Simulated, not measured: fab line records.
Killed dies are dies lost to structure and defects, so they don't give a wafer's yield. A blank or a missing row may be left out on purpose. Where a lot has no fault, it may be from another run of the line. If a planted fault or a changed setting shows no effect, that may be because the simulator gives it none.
fab line records | flow nand_harc | part 2 of 2: steps 27 to 37 of 37
record: lots: 5 wafers: 15 last_day: 24
route steps=1159 shown A_ZERO_WELL@411 A_SOURCE_PLATE@413 A_ONON_D1@424 A_CHANNEL_HOLE_D1@450
lots untouched by any fault: they come from a run of this same line in which no faults occurred
start_h: hours from the record's first day to the start of the lot's first wafer shown | wait_h: hours from the lot's prior step to this one | " as in the row above | L1.1+2: a row that stands for several wafers | - no value present, or no start provided | * or withheld: withheld | < > ~ a bound
route shown NAME@n: names a module that has steps shown in the file, with the first one's number in the route | usual: mean/standard deviation taken from wafers without a fault | same: alike in all rows | chamber/n: place in a boat | sites: per-site readings | _std_site: the standard deviation of these | _edge_site: mean of outer sites minus mean of inner sites | radius_mm: for every site, how far away it sits from the centre of the wafer | mask NAME#n: copy n | behind: the tool/chamber that last shaped the wafer | hold: what put the lot on hold/how long, in hours/how the hold closed | device: which transistor (n, p or np) failed to switch | end of line: the tests these same wafers got at the end of their route | a step with no rows: only its recipe | killed: not the wafer's yield, but the dies lost to structure and defects at the first sort | map: dies across one wafer; x = killed, . = not, _ = none there
set.NAME: setting as actually run; set.NAME@STEP: the setting as run at that earlier step | model.NAME: the simulator's own value behind a step, which no gauge read
lots at selected steps of the route; one table per step, one row per wafer
services: from which hour (start_h, from the record's first day; less than 0 if before it) a tool's chamber was out of use, for how many hours, and why
== steps ==
step: NHARC_A_ONON_D1_DEP_22
recipe: target_thk_a: 10000 n2_flow_sccm: 2750 n2o_flow_sccm: 2000 nh3_flow_sccm: 500 sih4_flow_sccm: 210 temp_c: 400
usual: nh3_flow_sccm: 500.3/1.3
columns lot.wafer tool chamber start_h wait_h nh3_flow_sccm
L076.2 pecvd_onon-01 0 175.58 0.1 501.0
L076.3 " 0 " " 500.6
L076.6 " 0 " " 499.4
L079.1 pecvd_onon-02 0 199.13 0.1 502.4
L079.2 " 0 " " 500.7
L079.4 " 0 " " 502.7
L080.2 pecvd_onon-03 0 199.18 0.1 499.7
L080.3 " 0 " " 501.4
L080.5 " 0 " " 497.6
L091.2 pecvd_onon-03 0 268.99 0.1 499.2
L091.4 " 0 " " 497.8
L091.5 " 0 " " 497.7
L096.2 pecvd_onon-03 0 304.08 0.1 500.4
L096.3 " 0 " " 499.5
L096.5 " 0 " " 499.5
step: NHARC_A_ONON_D1_THK_MEAS_24
recipe: thk_meas_gauge: ellipsometry
usual: thk_nm: 1000/8.3
columns lot.wafer tool chamber start_h wait_h thk_nm
L076.2 film_metro-02 - 176.04 - 999
L076.3 " - " " 1000
L076.6 " - " " 1000
L080.2 film_metro-01 - 199.63 - 992
L080.3 " - " " 992
L080.5 " - " " 993
L079.1 film_metro-01 - 199.64 - 1000
L079.2 " - " " 999
L079.4 " - " " 999
L091.2 film_metro-01 - 269.44 - 1007
L091.4 " - " " 1010
L091.5 " - " " 1009
L096.2 film_metro-02 - 304.53 - 1008
L096.3 " - " " 1007
L096.5 " - " " 1009
step: NHARC_A_ONON_D1_DEP_25
recipe: target_thk_a: 10000 n2_flow_sccm: 2750 n2o_flow_sccm: 2000 nh3_flow_sccm: 500 sih4_flow_sccm: 210 temp_c: 400
usual: nh3_flow_sccm: 500.0/1.5
columns lot.wafer tool chamber start_h wait_h nh3_flow_sccm
L076.2 pecvd_onon-03 0 176.15 0.1 499.8
L076.3 " 0 " " 497.9
L076.6 " 0 " " 499.8
L079.1 pecvd_onon-02 0 199.70 0.1 500.7
L079.2 " 0 " " 499.6
L079.4 " 0 " " 500.5
L080.2 pecvd_onon-03 0 199.75 0.1 501.6
L080.3 " 0 " " 499.1
L080.5 " 0 " " 499.6
L091.2 pecvd_onon-01 0 269.56 0.1 501.4
L091.4 " 0 " " 499.7
L091.5 " 0 " " 497.6
L096.2 pecvd_onon-03 0 304.64 0.1 498.5
L096.3 " 0 " " 501.5
L096.5 " 0 " " 500.6
step: NHARC_A_ONON_D1_THK_MEAS_27
recipe: thk_meas_gauge: ellipsometry
usual: thk_nm: 1000/10
columns lot.wafer tool chamber start_h wait_h thk_nm
L076.2 film_metro-02 - 176.61 - 994
L076.3 " - " " 993
L076.6 " - " " 993
L080.2 film_metro-01 - 200.20 - 1008
L080.3 " - " " 1009
L080.5 " - " " 1009
L079.1 film_metro-02 - 200.21 - 991
L079.2 " - " " 990
L079.4 " - " " 990
L091.2 film_metro-01 - 270.01 - 1006
L091.4 " - " " 1006
L091.5 " - " " 1005
L096.2 film_metro-02 - 305.09 - 1012
L096.3 " - " " 1013
L096.5 " - " " 1011
step: NHARC_A_ONON_D1_DEP_28
recipe: target_thk_a: 10000 n2_flow_sccm: 2750 n2o_flow_sccm: 2000 nh3_flow_sccm: 500 sih4_flow_sccm: 210 temp_c: 400
usual: nh3_flow_sccm: 499.7/1.2
columns lot.wafer tool chamber start_h wait_h nh3_flow_sccm
L076.2 pecvd_onon-02 0 176.72 0.1 500.1
L076.3 " 0 " " 500.6
L076.6 " 0 " " 501.1
L079.1 pecvd_onon-02 0 200.27 0.1 498.5
L079.2 " 0 " " 498.8
L079.4 " 0 " " 499.0
L080.2 pecvd_onon-03 0 200.31 0.1 498.8
L080.3 " 0 " " 498.2
L080.5 " 0 " " 500.3
L091.2 pecvd_onon-02 0 270.12 0.1 500.1
L091.4 " 0 " " 498.0
L091.5 " 0 " " 499.2
L096.2 pecvd_onon-01 0 305.21 0.1 499.1
L096.3 " 0 " " 498.9
L096.5 " 0 " " 499.6
step: NHARC_A_ONON_D1_THK_MEAS_30
recipe: thk_meas_gauge: ellipsometry
usual: thk_nm: 999/9.2
columns lot.wafer tool chamber start_h wait_h thk_nm
L076.2 film_metro-02 - 177.17 - 1001
L076.3 " - " " 1001
L076.6 " - " " 999
L079.1 film_metro-01 - 200.79 - 1002
L079.2 " - " " 1003
L079.4 " - " " 1001
L080.2 film_metro-02 - 200.79 - 1018
L080.3 " - " " 1017
L080.5 " - " " 1017
L091.2 film_metro-02 - 270.57 - 1019
L091.4 " - " " 1018
L091.5 " - " " 1018
L096.2 film_metro-02 - 305.66 - 1005
L096.3 " - " " 1003
L096.5 " - " " 1006
step: NHARC_A_ONON_D1_DEP_33
recipe: target_thk_a: 2000 temp_c: 400 pressure_torr: 6.5 rf_w: 900 teos_flow_sccm: 161.4 flow_sccm: 2650 target_thk_nm: 200 gas: O2 material: SiO2
usual: heater_power_w: 546/79 throttle_valve_pct: 15.8/0.5
columns lot.wafer tool chamber start_h wait_h heater_power_w throttle_valve_pct
L076.2 pecvd-03 1 177.23 0.1 558 15.3
L076.3 " 2 " " 559 15.3
L076.6 " 0 " " 464 16.3
L079.1 pecvd-03 0 200.89 0.1 492 16.1
L079.2 " 1 " " 534 15.2
L079.4 " 2 " " 547 15.2
L080.3 pecvd-03 0 201.16 0.4 385 16.1
L080.2 " 1 " " 545 15.3
L080.5 " 0 " " 394 16.1
L091.2 pecvd-03 2 270.72 0.1 584 15.4
L091.4 " 0 " " 444 16.2
L091.5 " 1 " " 532 15.5
L096.2 pecvd-03 2 305.76 0.1 526 15.4
L096.3 " 0 " " 520 16.6
L096.5 " 2 " " 556 15.4
step: NHARC_A_ONON_D1_THK_MEAS_34
recipe: thk_meas_gauge: ellipsometry
usual: thk_nm: 200.5/2.8
columns lot.wafer tool chamber start_h wait_h thk_nm
L076.2 film_metro-02 - 177.64 - 196.3
L076.3 " - " " 198.6
L076.6 " - " " 202.1
L079.1 film_metro-01 - 201.26 - 196.1
L079.2 " - " " 193.7
L079.4 " - " " 204.7
L080.2 film_metro-01 - 201.53 - 197.3
L080.3 " - " " 198.7
L080.5 " - " " 202.9
L091.2 film_metro-01 - 271.05 - 202.1
L091.4 " - " " 200.0
L091.5 " - " " 201.4
L096.2 film_metro-02 - 306.14 - 200.2
L096.3 " - " " 200.8
L096.5 " - " " 204.2
step: NHARC_A_ONON_D1_INSPECT_32
usual: raw_defect_count: 86/29
columns lot.wafer tool chamber start_h wait_h raw_defect_count
L076.2 defect_inspect-01 - 177.70 0.0 54
L076.3 " - " " 64
L076.6 " - " " 100
L079.1 defect_inspect-02 - 201.32 0.0 92
L079.2 " - " " 78
L079.4 " - " " 102
L080.2 defect_inspect-02 - 201.59 0.0 130
L080.3 " - " " 157
L080.5 " - " " 114
L091.2 defect_inspect-02 - 271.14 0.1 156
L091.4 " - " " 218
L091.5 " - " " 90
L096.2 defect_inspect-01 - 306.20 0.0 134
L096.3 " - " " 136
L096.5 " - " " 117
step: NHARC_A_CHANNEL_HOLE_D1_DEP_00
recipe: target_thk_a: 31000 temp_c: 400 material: aC
usual: throttle_valve_pct: 34.999/0.009
columns lot.wafer tool chamber start_h wait_h throttle_valve_pct
L076.2 acl_dep-01 0 182.23 4.5 35.003
L076.3 " 0 " " 34.998
L076.6 " 0 " " 35.009
L079.1 acl_dep-03 0 202.51 1.2 35.014
L079.2 " 0 " " 34.999
L079.4 " 0 " " 35.005
L080.2 acl_dep-01 0 202.86 1.3 34.998
L080.3 " 0 " " 34.995
L080.5 " 0 " " 34.983
L091.2 acl_dep-02 0 272.34 1.2 34.996
L091.4 " 0 " " 35.011
L091.5 " 0 " " 34.990
L096.2 acl_dep-02 0 307.76 1.6 34.995
L096.3 " 0 " " 35.000
L096.5 " 0 " " 35.006
step: NHARC_A_CHANNEL_HOLE_D1_DEP_01
recipe: target_thk_a: 1400 target_thk_nm: 140 temp_c: 400 pressure_torr: 3.5 flow_sccm: 200 rf_w: 350 material: SiON
usual: heater_power_w: 728/74
columns lot.wafer tool chamber start_h wait_h heater_power_w
L076.3 pecvd-04 0 183.82 1.0 728
L076.2 " 1 " " 896
L076.6 " 0 " " 732
L079.2 pecvd-03 0 204.41 1.3 645
L079.1 " 2 " " 804
L079.4 " 2 " " 826
L080.3 pecvd-01 0 204.53 1.0 703
L080.2 " 1 " " 777
L080.5 " 1 " " 800
L091.2 pecvd-03 1 274.02 1.4 743
L091.4 " 0 " " 676
L091.5 " 1 " " 753
L096.3 pecvd-03 0 309.34 1.0 691
L096.2 " 1 " " 750
L096.5 " 0 " " 677
== services ==
columns tool chamber start_h hours kind
pecvd-03 1 121.65 8.2 repair
wet_bench-06 - 129.60 8.0 pm
pvd_sputter-01 - 131.86 4.7 repair
pvd_sputter-01 - 145.07 0.5 repair
pvd_sputter-03 - 145.44 7.4 repair
wet_bench-03 - 146.40 8.0 pm
pecvd_onon-03 - 153.00 13.0 pm
pvd_sputter-01 - 158.01 10.0 pm
pecvd-04 0 158.15 4.9 repair
acl_dep-02 - 170.28 13.0 pm
pvd_sputter-03 - 180.58 0.6 repair
pecvd-04 - 195.09 13.0 pm
pecvd_onon-01 - 195.30 13.0 pm
furnace-06 - 200.25 26.0 pm
pvd_sputter-02 - 214.00 10.0 pm
pvd_sputter-01 - 214.17 1.6 repair
acl_dep-03 - 224.38 13.0 pm
pvd_sputter-03 - 227.65 5.1 repair
pecvd-01 - 237.19 13.0 pm
pecvd_onon-02 - 292.00 13.0 pm
pecvd-03 - 292.36 13.0 pm
acl_dep-01 - 295.86 13.0 pm
rtp_anneal-02 - 300.04 12.0 pm
wet_bench-06 - 305.60 8.0 pm
